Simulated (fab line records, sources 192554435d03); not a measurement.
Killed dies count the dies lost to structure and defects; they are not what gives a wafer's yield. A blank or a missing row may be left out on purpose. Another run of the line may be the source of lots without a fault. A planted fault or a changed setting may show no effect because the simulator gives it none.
fab line records	flow n5_finfet	part 1 of 2: steps 1 to 20 of 33
[record] lots = 5	wafers = 15	last_day = 17
route steps=1938 shown PMOS_HMC_CHANNEL_EPI@60 FIN_SAQP@90
lots that met no fault: taken from a fault-free run of the same line
start_h: the number of hours between the record's first day and the start of the first shown wafer of the lot	wait_h: time in hours since the lot's previous step	" the same as in the row above	L1.1+2: a single row standing in for several wafers	- no value present, or no start provided	* or withheld: withheld	< > ~ a bound
route shown NAME@n: names a module that has steps shown in the file, with the first one's number in the route	usual: mean/standard deviation of fault-free wafers	same: alike in all rows	chamber/n: place in a boat	sites: per-site readings	_std_site: standard deviation across them	_edge_site: mean of outer sites minus mean of inner sites	radius_mm: how far each site lies from the wafer's centre	mask NAME#n: copy n	behind: tool/chamber where the wafer was last shaped	hold: what put the lot on hold/how long, in hours/how the hold closed	device: which transistor (n, p or np) failed to switch	end of line: at the end of the route, the tests of the same wafers	where a step has no rows: the recipe by itself	killed: not the wafer's yield, but the dies lost to structure and defects at the first sort	map: dies across one wafer; x = killed, . = not, _ = none there
set.NAME: the setting that was run; set.NAME@STEP: the one run at that earlier step	model.NAME: the simulator's own value behind a step, which no gauge read
lots at some steps of the route; a table a step, a row a wafer
services: the hour from which a tool's chamber was out of use, counted from the record's first day as start_h (under 0 if before that day), plus the number of hours and why
[[steps]]
[step N5_PMOS_HMC_CHANNEL_EPI_EBR_05]
[recipe] solvent = PGMEA	ebr_width_mm = 1.5
lot.wafer	tool	chamber	start_h	wait_h
L074.1+4+5	litho_track-03	0	-	-
L077.1+2+4	litho_track-02	0	-	-
L081.2+4+5	litho_track-04	0	-	-
L089.4+5+6	litho_track-04	0	-	-
L096.2+5+6	litho_track-04	0	-	-
[step N5_PMOS_HMC_CHANNEL_EPI_SOFTBAKE_04]
[recipe] temp_c = 110	time_s = 60	resist = CAR-ArF-block
lot.wafer	tool	chamber	start_h	wait_h
L074.1+4+5	litho_track-03	0	-	-
L077.1+2+4	litho_track-02	0	-	-
L081.2+4+5	litho_track-04	0	-	-
L089.4+5+6	litho_track-04	0	-	-
L096.2+5+6	litho_track-04	0	-	-
[step N5_PMOS_HMC_CHANNEL_EPI_EXPOSE_06]
[recipe] mask_id = PMOS_HMC_BLK	na = 1.35	source_shape = conventional	sigma_outer = 0.8	polarization = unpolarized	target_cd_nm = 240	dose_mj = 41
lot.wafer	tool	chamber	start_h	wait_h	mask
L074.1+4+5	arfi_scanner-03	0	17.26	-	PMOS_HMC_BLK#0
L077.1+2+4	arfi_scanner-03	0	35.47	-	PMOS_HMC_BLK#0
L081.2+4+5	arfi_scanner-02	0	59.65	-	PMOS_HMC_BLK#0
L089.4+5+6	arfi_scanner-02	0	107.67	-	PMOS_HMC_BLK#0
L096.2+5+6	arfi_scanner-02	0	149.46	-	PMOS_HMC_BLK#0
[step N5_PMOS_HMC_CHANNEL_EPI_PEB_07]
[recipe] peb_temp_c = 110	peb_time_s = 60	resist = CAR-ArF-block
lot.wafer	tool	chamber	start_h	wait_h
L074.1+4+5	litho_track-02	0	17.32	0.1
L077.1+2+4	litho_track-04	0	35.53	0.1
L081.2+4+5	litho_track-03	0	59.70	0.0
L089.4+5+6	litho_track-04	0	107.72	0.0
L096.2+5+6	litho_track-03	0	149.51	0.0
[step N5_PMOS_HMC_CHANNEL_EPI_DEVELOP_08]
[recipe] develop_time_s = 30	developer = TMAH	resist = CAR-ArF-block	dev_temp_c = 23	rinse_liquid = diw	dry = air_spin
lot.wafer	tool	chamber	start_h	wait_h
L074.1+4+5	litho_track-02	0	-	-
L077.1+2+4	litho_track-04	0	-	-
L081.2+4+5	litho_track-03	0	-	-
L089.4+5+6	litho_track-04	0	-	-
L096.2+5+6	litho_track-03	0	-	-
[step N5_PMOS_HMC_CHANNEL_EPI_CD_MEAS_09]
[recipe] target_cd_nm = 237.4	landing_energy_ev = 500	detector = se_inlens
[usual] cd_nm = 236.9/0.96
lot.wafer	tool	chamber	start_h	wait_h	cd_nm
L074.1	cd_sem-01	0	17.38	-	235.8
L074.4	"	0	"	"	236.1
L074.5	"	0	"	"	237.1
L077.1	cd_sem-03	0	35.60	-	235.7
L077.2	"	0	"	"	236.2
L077.4	"	0	"	"	235.3
L081.2	cd_sem-03	0	59.77	-	236.2
L081.4	"	0	"	"	236.2
L081.5	"	0	"	"	235.8
L089.4	cd_sem-01	0	107.79	-	236.1
L089.5	"	0	"	"	235.1
L089.6	"	0	"	"	235.7
L096.2	cd_sem-01	0	149.58	-	238.4
L096.5	"	0	"	"	236.9
L096.6	"	0	"	"	236.8
[step N5_PMOS_HMC_CHANNEL_EPI_OVL_MEAS_10]
[recipe] points_per_wafer = 44
[usual] PMOS_HMC_BLK_OVL = 0.2/0.71
lot.wafer	tool	chamber	start_h	wait_h	PMOS_HMC_BLK_OVL[nm]
L074.1	overlay-01	0	17.41	0.0	-0.2
L074.4	"	0	"	"	0.0
L074.5	"	0	"	"	0.0
L077.1	overlay-01	0	35.63	0.0	0.4
L077.2	"	0	"	"	0.1
L077.4	"	0	"	"	-0.3
L081.2	overlay-02	0	59.80	0.0	2.0
L081.4	"	0	"	"	1.6
L081.5	"	0	"	"	0.6
L089.4	overlay-02	0	107.81	0.0	1.4
L089.5	"	0	"	"	0.1
L089.6	"	0	"	"	1.0
L096.2	overlay-01	0	149.61	0.0	-0.4
L096.5	"	0	"	"	0.5
L096.6	"	0	"	"	-0.5
[step N5_PMOS_HMC_CHANNEL_EPI_INSPECT_11]
[recipe] mode = adi	inspect_instrument = macro
[usual] raw_defect_count = 2.0/1.3
lot.wafer	tool	chamber	start_h	wait_h	raw_defect_count
L074.1	defect_inspect-02	-	17.44	0.0	3
L074.4	"	-	"	"	2
L074.5	"	-	"	"	4
L077.1	defect_inspect-01	-	35.65	0.0	1
L077.2	"	-	"	"	3
L077.4	"	-	"	"	2
L081.2	defect_inspect-02	-	59.82	0.0	2
L081.4	"	-	"	"	0
L081.5	"	-	"	"	3
L089.4	defect_inspect-02	-	107.84	0.0	2
L089.5	"	-	"	"	3
L089.6	"	-	"	"	1
L096.2	defect_inspect-01	-	149.63	0.0	0
L096.5	"	-	"	"	1
L096.6	"	-	"	"	1
[step N5_PMOS_HMC_CHANNEL_EPI_DESCUM_14]
[recipe] chemistry = O2	time_s = 7.9	source_power_w = 50	bias_power_w = 20	pressure_mtorr = 20	rf_frequency_hz = 2.712e+07	temp_c = 40	resist = CAR-ArF-block	o2_flow_sccm = 225
[usual] chamber_pressure_mTorr = 19.999/0.029	drypump_motor_current_A = 5.40/0.29	oes_product_au = 0.74/0.059	rf_vpp_V = 243.8/1.2	showerhead_plenum_p_Torr = 2.13/0.05	throttle_valve_pct = 20.44/0.18
lot.wafer	tool	chamber	start_h	wait_h	chamber_pressure_mTorr	drypump_motor_current_A	oes_product_au	rf_hours_counter_h	rf_vpp_V	showerhead_plenum_p_Torr	throttle_valve_pct
L074.1	rie_diel-05	2	17.47	0.0	19.976	5.71	0.72	206	244.4	2.16	20.34
L074.4	"	3	"	"	20.022	5.31	0.78	107	243.9	2.10	20.38
L074.5	"	3	"	"	19.974	5.33	0.78	-	243.2	2.10	20.37
L077.1	rie_diel-06	1	35.77	0.1	19.990	5.46	0.72	204	243.6	2.15	20.47
L077.2	"	0	"	"	20.008	5.08	0.79	103	246.8	2.21	20.30
L077.4	"	2	"	"	20.000	5.92	0.78	153	242.8	2.10	20.75
L081.2	rie_diel-03	3	59.95	0.1	20.011	5.16	0.72	205	244.2	2.14	20.56
L081.4	"	0	"	"	19.997	5.94	0.75	153	242.9	2.09	20.09
L081.5	"	1	"	"	19.994	5.30	0.89	-	245.4	2.23	20.32
L089.4	rie_diel-03	1	107.87	0.0	20.003	5.30	0.85	35	246.1	2.23	20.36
L089.5	"	3	"	"	19.985	5.15	0.70	-	244.4	2.13	20.59
L089.6	"	2	"	"	20.001	5.22	0.70	-	242.5	2.08	20.57
L096.2	rie_diel-06	2	149.90	0.3	20.009	5.87	0.74	181	241.5	2.09	20.79
L096.5	"	2	"	"	20.003	5.87	0.74	-	242.2	2.09	20.80
L096.6	"	1	"	"	19.974	5.46	0.69	-	245.2	2.13	20.53
[step N5_PMOS_HMC_CHANNEL_EPI_ETCH_32]
[recipe] chemistry = N2/H2	target = BARC	stop_on = SiO2	target_depth_a = 858	over_etch_frac = 0.3	time_s = 50.3	ion_energy_ev = 200	mask_material = CAR-ArF-block	pressure_mtorr = 30	source_w = 840	bias_w = 150	n2_flow_sccm = 200	h2_flow_sccm = 200
[usual] bias_w = 150.0/0.5	chamber_pressure_mTorr = 30.001/0.028	drypump_motor_current_A = 5.41/0.29	n2_flow_sccm = 199.9/0.64	oes_product_au = 0.64/0.049	rf_vpp_V = 525.2/1.9	showerhead_plenum_p_Torr = 2.59/0.063	throttle_valve_pct = 17.96/0.28
lot.wafer	tool	chamber	start_h	wait_h	bias_w	chamber_pressure_mTorr	drypump_motor_current_A	n2_flow_sccm	oes_product_au	rf_hours_counter_h	rf_vpp_V	showerhead_plenum_p_Torr	throttle_valve_pct
L074.1	rie_diel-05	2	17.51	0.0	150.8	29.970	5.70	200.1	0.61	206	526.7	2.63	17.96
L074.4	"	3	"	"	150.1	29.969	5.33	199.9	0.67	107	525.5	2.55	17.91
L074.5	"	3	"	"	149.9	30.019	5.31	200.7	0.67	-	523.3	2.55	17.93
L077.1	rie_diel-06	1	35.80	0.0	150.3	30.016	5.45	200.4	0.61	204	527.8	2.63	17.97
L077.2	"	0	"	"	149.7	30.024	5.10	199.7	0.67	103	529.1	2.69	17.84
L077.4	"	2	"	"	150.1	29.969	5.89	200.9	0.66	153	525.3	2.57	18.43
L081.2	rie_diel-03	3	59.98	0.0	150.5	30.009	5.17	199.5	0.62	205	526.9	2.64	18.21
L081.4	"	0	"	"	150.3	30.021	5.95	200.8	0.65	153	523.7	2.53	17.51
L081.5	"	1	"	"	150.8	30.009	5.29	199.9	0.75	-	528.9	2.69	17.58
L089.4	rie_diel-03	1	107.90	0.0	149.3	29.958	5.30	199.4	0.73	35	529.6	2.69	17.60
L089.5	"	3	"	"	150.0	30.055	5.14	200.5	0.60	-	526.4	2.64	18.24
L089.6	"	2	"	"	150.0	30.011	5.25	200.0	0.61	-	522.1	2.52	18.11
L096.2	rie_diel-06	2	149.94	0.0	151.0	30.022	5.89	200.3	0.65	181	524.3	2.55	18.50
L096.5	"	2	"	"	150.8	29.987	5.91	199.9	0.65	-	523.6	2.56	18.50
L096.6	"	1	"	"	149.3	30.018	5.45	200.0	0.59	-	525.7	2.61	18.05
[step N5_PMOS_HMC_CHANNEL_EPI_HM_OPEN_15]
[recipe] chemistry = CHF3/O2	target = SiO2	mask_material = CAR-ArF-block	target_depth_a = 406	CHF3_flow_sccm = 50	O2_flow_sccm = 5	Ar_flow_sccm = 200	time_s = 20.3	pressure_mtorr = 30	source_w = 650	bias_w = 170	ion_energy_ev = 200
[usual] bias_w = 170.0/0.51	chamber_pressure_mTorr = 30.000/0.028	drypump_motor_current_A = 5.41/0.28	oes_product_au = 0.74/0.06	rf_vpp_V = 527/8.2	showerhead_plenum_p_Torr = 2.45/0.063	throttle_valve_pct = 18.95/0.2
lot.wafer	tool	chamber	start_h	wait_h	bias_w	chamber_pressure_mTorr	drypump_motor_current_A	oes_product_au	rf_hours_counter_h	rf_vpp_V	showerhead_plenum_p_Torr	throttle_valve_pct
L074.1	rie_diel-05	2	17.55	0.0	170.2	29.945	5.68	0.73	206	516	2.50	18.91
L074.4	"	3	"	"	169.6	30.023	5.30	0.77	107	529	2.43	18.90
L074.5	"	3	"	"	170.0	29.962	5.30	0.78	-	529	2.43	18.91
L077.1	rie_diel-06	1	35.85	0.0	169.7	30.060	5.48	0.71	204	524	2.50	19.09
L077.2	"	0	"	"	170.0	29.996	5.06	0.78	103	532	2.53	18.77
L077.4	"	2	"	"	169.4	29.966	5.89	0.77	153	522	2.40	19.14
L081.2	rie_diel-03	3	60.03	0.0	169.8	29.997	5.16	0.71	205	542	2.48	19.14
L081.4	"	0	"	"	170.5	30.037	5.92	0.74	153	525	2.40	18.56
L081.5	"	1	"	"	170.7	30.007	5.27	0.89	-	525	2.58	18.81
L089.4	rie_diel-03	1	107.95	0.0	170.2	30.009	5.28	0.86	35	524	2.57	18.86
L089.5	"	3	"	"	170.6	29.978	5.14	0.70	-	544	2.47	19.15
L089.6	"	2	"	"	170.7	29.986	5.28	0.69	-	522	2.38	18.98
L096.2	rie_diel-06	2	149.98	0.0	169.3	30.007	5.90	0.74	181	524	2.39	19.18
L096.5	"	2	"	"	169.2	30.012	5.89	0.74	-	525	2.39	19.18
L096.6	"	1	"	"	170.8	30.013	5.46	0.69	-	524	2.48	19.16
[step N5_PMOS_HMC_CHANNEL_EPI_STRIP_33]
[recipe] chemistry = N2/H2	power_w = 500	temp_c = 40	pressure_mtorr = 50	rf_frequency_hz = 6e+07	overash_fraction = 0.3	bias_power_w = 8	h2_frac = 0.5	n2_flow_sccm = 300	h2_flow_sccm = 300
[usual] chamber_pressure_mTorr = 50.00/0.097	drypump_motor_current_A = 5.41/0.29	n2_flow_sccm = 300.0/0.96	oes_product_au = 0.74/0.06	rf_vpp_V = 54.5/1.6	showerhead_plenum_p_Torr = 3.42/0.08	throttle_valve_pct = 19.1/0.47
[same] overash_fraction = 0.3
lot.wafer	tool	chamber	start_h	wait_h	chamber_pressure_mTorr	drypump_motor_current_A	n2_flow_sccm	oes_product_au	rf_hours_counter_h	rf_vpp_V	showerhead_plenum_p_Torr	throttle_valve_pct
L074.1	rie_diel-05	2	17.61	0.0	50.19	5.69	299.9	0.72	206	57.0	3.47	19.4
L074.4	"	3	"	"	49.84	5.34	300.1	0.79	107	55.5	3.37	19.4
L074.5	"	3	"	"	49.90	5.35	299.1	0.80	-	55.1	3.37	19.4
L077.1	rie_diel-06	1	35.90	0.0	49.97	5.43	299.6	0.71	204	54.2	3.47	18.9
L077.2	"	0	"	"	49.85	5.10	299.9	0.78	103	55.1	3.55	18.9
L077.4	"	2	"	"	50.00	5.94	300.5	0.77	153	57.2	3.39	20.0
L081.2	rie_diel-03	3	60.08	0.0	50.08	5.14	300.0	0.72	205	56.1	3.49	19.1
L081.4	"	0	"	"	49.93	5.94	299.5	0.74	153	54.8	3.35	18.4
L081.5	"	1	"	"	49.98	5.30	300.5	0.88	-	52.9	3.55	18.3
L089.4	rie_diel-03	1	108.00	0.0	49.94	5.28	300.7	0.86	35	56.3	3.54	18.4
L089.5	"	3	"	"	49.98	5.16	299.9	0.72	-	56.3	3.48	19.2
L089.6	"	2	"	"	49.96	5.28	299.6	0.69	-	55.7	3.33	19.6
L096.2	rie_diel-06	2	150.04	0.0	50.14	5.92	297.9	0.73	181	50.9	3.37	20.0
L096.5	"	2	"	"	49.93	5.92	299.5	0.74	-	54.7	3.37	20.0
L096.6	"	1	"	"	49.94	5.43	300.6	0.69	-	53.0	3.45	18.9
[step N5_PMOS_HMC_CHANNEL_EPI_STRIP_17]
[recipe] chemistry = SPM	time_s = 750	temp_c = 130	h2so4_h2o2_vol_ratio = 4	dry = ipa_marangoni
[usual] bath_guard_temp_C = 130.0/0.49
lot.wafer	tool	chamber	start_h	wait_h	bath_guard_temp_C
L074.1	wet_bench-03	5	17.67	-	131.1
L074.4	"	0	"	"	130.2
L074.5	"	3	"	"	129.5
L077.1	wet_bench-02	6	35.97	-	129.6
L077.2	"	4	"	"	129.6
L077.4	"	1	"	"	129.7
L081.2	wet_bench-05	0	60.15	-	130.8
L081.4	"	3	"	"	130.8
L081.5	"	7	"	"	130.7
L089.4	wet_bench-05	2	108.07	-	130.6
L089.5	"	6	"	"	129.1
L089.6	"	5	"	"	130.2
L096.2	wet_bench-02	7	150.10	-	130.1
L096.5	"	3	"	"	130.2
L096.6	"	6	"	"	129.8
[step N5_PMOS_HMC_CHANNEL_EPI_ETCH_38]
[recipe] chemistry = CF4	target = SiO2	target_depth_a = 15	ion_energy_ev = 350	pressure_mtorr = 10	icp_w = 800	bias_w = 400	cf4_flow_sccm = 80
[usual] bias_w = 399.9/1.1	chamber_pressure_mTorr = 10.000/0.0083	drypump_motor_current_A = 5.6/0.47	oes_product_au = 0.997/0.013	throttle_valve_pct = 21.7/0.3
lot.wafer	tool	chamber	start_h	wait_h	bias_w	chamber_pressure_mTorr	drypump_motor_current_A	oes_product_au	rf_hours_counter_h	throttle_valve_pct
L074.1	rie_si-06	2	17.91	0.0	399.6	10.014	5.6	0.999	2	21.8
L074.4	"	0	"	"	399.7	10.007	5.1	1.001	50	21.7
L074.5	"	0	"	"	401.4	9.987	5.1	1.005	-	21.7
L077.1	rie_si-06	0	36.21	0.0	399.1	9.999	5.1	1.013	50	21.7
L077.2	"	1	"	"	400.6	9.999	4.6	0.990	11	21.8
L077.4	"	3	"	"	397.5	10.013	5.1	0.967	12	21.5
L081.2	rie_si-01	0	60.39	0.0	399.5	9.993	6.3	1.016	174	21.8
L081.4	"	1	"	"	399.9	10.007	5.7	0.982	161	21.8
L081.5	"	1	"	"	399.9	10.016	5.7	0.984	-	21.8
L089.4	rie_si-02	1	108.30	0.0	400.5	9.991	5.7	1.001	67	21.8
L089.5	"	3	"	"	399.2	10.000	6.4	1.008	-	21.4
L089.6	"	0	"	"	399.1	10.007	5.5	1.009	-	21.4
L096.2	rie_si-01	0	150.34	0.0	396.9	9.995	6.3	1.018	176	21.8
L096.5	"	1	"	"	399.8	10.007	5.7	0.992	-	21.8
L096.6	"	2	"	"	399.4	9.985	5.7	0.985	-	21.3
[step N5_PMOS_HMC_CHANNEL_EPI_FIN_RECESS_16]
[recipe] chemistry = HBr/Cl2	target = Si	mask_material = SiO2	target_depth_a = 540	time_s = 18	pressure_mtorr = 10	icp_w = 800	bias_w = 75	HBr_flow_sccm = 150	Cl2_flow_sccm = 80
[usual] bias_w = 75.02/0.23	chamber_pressure_mTorr = 9.999/0.012	drypump_motor_current_A = 5.6/0.47	oes_product_au = 0.999/0.013	throttle_valve_pct = 35.4/0.34
lot.wafer	tool	chamber	start_h	wait_h	bias_w	chamber_pressure_mTorr	drypump_motor_current_A	oes_product_au	rf_hours_counter_h	throttle_valve_pct
L074.1	rie_si-06	2	17.93	0.0	74.93	10.004	5.6	0.998	2	35.5
L074.4	"	0	"	"	74.68	9.989	5.1	1.011	50	35.2
L074.5	"	0	"	"	74.43	10.006	5.1	1.012	-	35.2
L077.1	rie_si-06	0	36.23	0.0	75.18	10.008	5.1	1.019	50	35.2
L077.2	"	1	"	"	75.22	10.005	4.6	1.000	11	35.8
L077.4	"	3	"	"	75.17	10.006	5.2	0.970	12	35.3
L081.2	rie_si-01	0	60.41	0.0	75.13	10.009	6.4	1.004	174	35.4
L081.4	"	1	"	"	75.00	9.995	5.7	0.983	161	35.4
L081.5	"	1	"	"	74.73	10.013	5.7	0.988	-	35.3
L089.4	rie_si-02	1	108.32	0.0	74.94	10.005	5.7	0.997	67	35.5
L089.5	"	3	"	"	74.75	10.006	6.5	0.999	-	35.1
L089.6	"	0	"	"	74.99	10.006	5.5	1.009	-	35.2
L096.2	rie_si-01	0	150.36	0.0	74.79	10.003	6.4	1.013	176	35.4
L096.5	"	1	"	"	75.34	9.997	5.7	0.991	-	35.3
L096.6	"	2	"	"	74.95	9.993	5.7	0.991	-	34.8
[step N5_PMOS_HMC_CHANNEL_EPI_PRECLEAN_36]
[recipe] chemistry = O3/DIW	time_s = 45	temp_c = 22	o3_ppm = 10
lot.wafer	tool	chamber	start_h	wait_h
L074.1+4+5	wet_bench-02	3,1,6	18.03	0.1
L077.1+2+4	wet_bench-05	3,2,0	36.32	0.1
L081.2+4+5	wet_bench-02	6,5,1	60.50	0.1
L089.4+5+6	wet_bench-03	2,3,4	108.42	0.1
L096.2+5+6	wet_bench-05	7,4,1	150.46	0.1
[step N5_PMOS_HMC_CHANNEL_EPI_PRECLEAN_18]
[recipe] chemistry = DHF	time_s = 30	temp_c = 25	dilution = withheld
lot.wafer	tool	chamber	start_h	wait_h
L074.1+4+5	wet_bench-02	3,1,6	18.04	0.0
L077.1+2+4	wet_bench-05	3,2,0	36.34	0.0
L081.2+4+5	wet_bench-02	6,5,1	60.52	0.0
L089.4+5+6	wet_bench-03	2,3,4	108.44	0.0
L096.2+5+6	wet_bench-05	7,4,1	150.47	0.0
[step N5_PMOS_HMC_CHANNEL_EPI_SRD_19]
[recipe] dry = ipa_marangoni	do_ppb = 5	time_s = 30	temp_c = 23	rinse_liquid = diw
[usual] do_ppb = 5.00/0.048
lot.wafer	tool	chamber	start_h	wait_h	do_ppb
L074.1	wet_bench-02	3	18.05	0.0	4.96
L074.4	"	1	"	"	5.08
L074.5	"	6	"	"	5.02
L077.1	wet_bench-05	3	36.35	0.0	5.00
L077.2	"	2	"	"	5.10
L077.4	"	0	"	"	5.06
L081.2	wet_bench-02	6	60.53	0.0	5.07
L081.4	"	5	"	"	4.98
L081.5	"	1	"	"	4.99
L089.4	wet_bench-03	2	108.45	0.0	5.06
L089.5	"	3	"	"	5.05
L089.6	"	4	"	"	5.05
L096.2	wet_bench-05	7	150.48	0.0	5.09
L096.5	"	4	"	"	5.08
L096.6	"	1	"	"	4.93
[step N5_PMOS_HMC_CHANNEL_EPI_EPI_20]
[recipe] material = SiGe30	mask_material = SiO2	pressure_torr = 20	target_thk_a = 590	temp_c = 600
[usual] susceptor_temp_C = 599.94/0.29
lot.wafer	tool	chamber	start_h	wait_h	susceptor_temp_C
L074.1	epi_rpcvd-04	0	18.10	0.0	600.15
L074.4	"	0	"	"	600.10
L074.5	"	0	"	"	600.09
L077.1	epi_rpcvd-03	0	36.40	0.0	600.12
L077.2	"	0	"	"	599.98
L077.4	"	0	"	"	600.29
L081.2	epi_rpcvd-03	0	60.78	0.2	599.57
L081.4	"	0	"	"	599.76
L081.5	"	0	"	"	599.77
L089.4	epi_rpcvd-03	0	109.10	0.6	600.02
L089.5	"	0	"	"	599.88
L089.6	"	0	"	"	599.85
L096.2	epi_rpcvd-03	0	150.73	0.2	600.12
L096.5	"	0	"	"	599.52
L096.6	"	0	"	"	599.94
[step N5_PMOS_HMC_CHANNEL_EPI_HM_STRIP_35]
[recipe] chemistry = dHF	temp_c = 25	material = SiO2	target = SiO2	target_depth_a = 396	time_s = 216
lot.wafer	tool	chamber	start_h	wait_h
L074.1+4+5	wet_bench-02	7,6,2	19.33	1.0
L077.1+2+4	wet_bench-05	5,4,2	37.63	1.0
L081.2+4+5	wet_bench-05	0,4,1	61.81	0.8
L089.4+5+6	wet_bench-03	4,0,7	109.73	0.4
L096.2+5+6	wet_bench-03	2,1,3	151.76	0.8
